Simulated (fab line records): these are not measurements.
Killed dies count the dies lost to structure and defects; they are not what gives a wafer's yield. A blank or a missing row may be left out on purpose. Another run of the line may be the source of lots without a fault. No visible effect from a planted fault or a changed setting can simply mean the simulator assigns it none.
Split-lot experiment    flow n5Finfet    7 lots, 21 wafers read, on a route of 1938 steps

ON THE SPLIT
At N5_BEOL_M6_PECVD_70 (deposits SiO2 from TEOS/O2, target thk 20 nm, time 22.7 s), the setting tempC was moved away from the recipe's 400 C on 7 of the 21 wafers read, by -4.3% to +2.2%. All remaining wafers had this setting at the recipe value.

The reading is taken at the split's own step.

THE READING
SiO2_of_BEOL_M6_PECVD_70.thkNm (the simulator's own value, which no gauge read), in nm, at N5_BEOL_M6_PECVD_70 (deposits SiO2 from TEOS/O2, target thk 20 nm, time 22.7 s). The file does not state a usual value for it. Here, 14 wafers ran the recipe; their average is 20.0 nm with a standard deviation of 0.37 nm.

wafer   tool, chamber at the split  tempC as run, C  against the recipe  SiO2_of_BEOL_M6_PECVD_70.thkNm, nm  against lot-mates on the recipe
L078.2  pecvd-01, 2                 400              recipe              19.6                                -
L078.3  pecvd-01, 0                 405.8            +1.4%               19                                  -0.9
L078.5  pecvd-01, 2                 400              recipe              20.2                                -
L077.1  pecvd-02, 1                 393.7            -1.6%               20                                  +0.2
L077.3  pecvd-02, 2                 393.7            -1.6%               20.6                                +0.8
L077.5  pecvd-02, 1                 400              recipe              19.8                                -
L085.2  pecvd-01, 0                 400              recipe              19.4                                -
L085.4  pecvd-01, 1                 408.6            +2.2%               19.2                                -0.5
L085.5  pecvd-01, 2                 400              recipe              20                                  -
L086.1  pecvd-01, 1                 382.8            -4.3%               23                                  +2.5
L086.3  pecvd-01, 2                 400              recipe              20                                  -
L086.4  pecvd-01, 1                 400              recipe              21                                  -
L091.2  pecvd-03, 1                 400              recipe              20                                  -
L091.4  pecvd-03, 1                 400              recipe              20                                  -
L091.5  pecvd-03, 1                 400              recipe              20.2                                -
L089.2  pecvd-02, 0                 400              recipe              19.8                                -
L089.3  pecvd-02, 2                 400              recipe              19.6                                -
L089.5  pecvd-02, 1                 400              recipe              20.2                                -
L095.1  pecvd-02, 1,2               386.6            -3.3%               21.2                                +1.2
L095.3  pecvd-02, 1,2               386.6            -3.3%               21.2                                +1.2
L095.6  pecvd-02, 2                 400              recipe              20                                  -
Rows listing several chambers each stand for several wafers; the file does not say which wafer went through which chamber.

THE FIT
A straight line over all 21 wafers: SiO2_of_BEOL_M6_PECVD_70.thkNm changes by -0.487 nm for each +1% of tempC; r = -0.87; the points scatter about the line by 0.45 nm.
The same after taking each lot's own level away (the mean of its wafers on the recipe; 21 wafers): -0.433 nm for each +1%; r = -0.90; scatter 0.33 nm.
On that fit, the largest move of tempC shifts the reading by 1.9 nm.
From 19.70 to 20.50 nm: that is the span of the lots' own levels, equal to 2.2 times the standard deviation above.
In other words, the slope is changed by the lot-to-lot level; the two fits disagree.
Check: for one of the wafers moved furthest among these (-4.3%), held out of the fit, the line's prediction against its lot-mates is +1.51 nm. It came out at +2.5 nm against them.

ADDITIONAL SPLITS CARRIED BY THESE WAFERS
Before the reading, these wafers also passed through other splits. Each is held against what the fit with the lots' levels taken away leaves over:
other split on the same wafers  wafers away from the commonest value  r with SiO2_of_BEOL_M6_PECVD_70.thkNm (lot level and that fit taken away)
N5_BEOL_M5_ETCH_41 sourceW      5                                     +0.24

THE FILE'S OWN FIT
SiO2_of_BEOL_M6_PECVD_70.thkNm changes by -0.461 nm for each +1% of tempC, r = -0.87.
